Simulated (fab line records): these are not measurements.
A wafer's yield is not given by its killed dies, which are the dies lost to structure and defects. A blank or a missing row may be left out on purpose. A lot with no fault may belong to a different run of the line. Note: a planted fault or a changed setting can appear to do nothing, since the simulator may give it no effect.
Matching of chambers || flow nand_harc || ald_hk-04 running NHARC_A_WL_FILL_ALD_00: 4 sister chambers
The step deposits Al2O3, target thk 3 nm, pulse time 3 s, ald cycles 30. 16 wafers are shown with their chamber, then 7 later ones without.

## WAFERS WITH THEIR CHAMBER
{"wafer": "L838.4", "chamber": 2, "heater_power_w (W)": 419, "precursor_pulse_height_rel": 0.990}
{"wafer": "L838.5", "chamber": 1, "heater_power_w (W)": 519, "precursor_pulse_height_rel": 0.977}
{"wafer": "L838.6", "chamber": 0, "heater_power_w (W)": 361, "precursor_pulse_height_rel": 1.005}
{"wafer": "L840.1", "chamber": 3, "heater_power_w (W)": 502, "precursor_pulse_height_rel": 0.963}
{"wafer": "L840.2", "chamber": 2, "heater_power_w (W)": 420, "precursor_pulse_height_rel": 1.017}
{"wafer": "L840.5", "chamber": 3, "heater_power_w (W)": 492, "precursor_pulse_height_rel": 1.011}
{"wafer": "L837.4", "chamber": 2, "heater_power_w (W)": 423, "precursor_pulse_height_rel": 0.972}
{"wafer": "L837.5", "chamber": 3, "heater_power_w (W)": 499, "precursor_pulse_height_rel": 1.013}
{"wafer": "L837.6", "chamber": 2, "heater_power_w (W)": 418, "precursor_pulse_height_rel": 0.981}
{"wafer": "L839.2", "chamber": 2, "heater_power_w (W)": 412, "precursor_pulse_height_rel": 1.011}
{"wafer": "L839.3", "chamber": 3, "heater_power_w (W)": 511, "precursor_pulse_height_rel": 1.010}
{"wafer": "L839.6", "chamber": 2, "heater_power_w (W)": 420, "precursor_pulse_height_rel": 1.008}
{"wafer": "L846.1", "chamber": 1, "heater_power_w (W)": 515, "precursor_pulse_height_rel": 1.002}
{"wafer": "L846.2", "chamber": 0, "heater_power_w (W)": 368, "precursor_pulse_height_rel": 1.004}
{"wafer": "L853.2", "chamber": 1, "heater_power_w (W)": 513, "precursor_pulse_height_rel": 1.004}
{"wafer": "L853.4", "chamber": 0, "heater_power_w (W)": 365, "precursor_pulse_height_rel": 0.998}

SIGNATURES (averages over the wafers above)
{"reading": "heater_power_w", "chamber 0": 364.67, "chamber 1": 515.67, "chamber 2": 418.67, "chamber 3": 501.00, "scatter within a chamber": 4.97}
{"reading": "precursor_pulse_height_rel", "chamber 0": 1.00233, "chamber 1": 0.99433, "chamber 2": 0.99650, "chamber 3": 0.99925, "scatter within a chamber": 0.018}
Rule: for a wafer and a chamber, the distance is found by dividing, reading by reading, the gap between the wafer's reading and the chamber's mean by the reading's scatter, squaring, summing and taking the root. If the next closest chamber is less than 2 further off than the closest, the wafer can't be placed; otherwise it belongs to the closest. How the scatter is found: for the shown wafers, subtract from each reading the mean of its chamber, square and add these, divide the total by (wafers less chambers), then take the root.

## WAFERS WHOSE CHAMBER IS MISSING
{"wafer": "L853.5", "heater_power_w (W)": 520, "precursor_pulse_height_rel": 0.977}
{"wafer": "L850.1", "heater_power_w (W)": 404, "precursor_pulse_height_rel": 0.989}
{"wafer": "L850.2", "heater_power_w (W)": 516, "precursor_pulse_height_rel": 0.931}
{"wafer": "L850.6", "heater_power_w (W)": 375, "precursor_pulse_height_rel": 1.009}
{"wafer": "L854.1", "heater_power_w (W)": 373, "precursor_pulse_height_rel": 0.961}
{"wafer": "L854.4", "heater_power_w (W)": 515, "precursor_pulse_height_rel": 1.007}
{"wafer": "L854.5", "heater_power_w (W)": 367, "precursor_pulse_height_rel": 0.994}

## CHAMBER TAKEN BY EACH
{"wafer": "L853.5", "from the rows above": 1, "in truth": 1}
{"wafer": "L850.1", "from the rows above": 2, "in truth": 2}
{"wafer": "L850.2", "from the rows above": "can't be placed: 1 or 3", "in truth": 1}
{"wafer": "L850.6", "from the rows above": 0, "in truth": 0}
{"wafer": "L854.1", "from the rows above": 0, "in truth": 0}
{"wafer": "L854.4", "from the rows above": 1, "in truth": 1}
{"wafer": "L854.5", "from the rows above": 0, "in truth": 0}
6 of 7 placed correctly. From these rows, 1 cannot be placed; in 1 the true chamber is one of the candidates. Placed wrongly: 0.
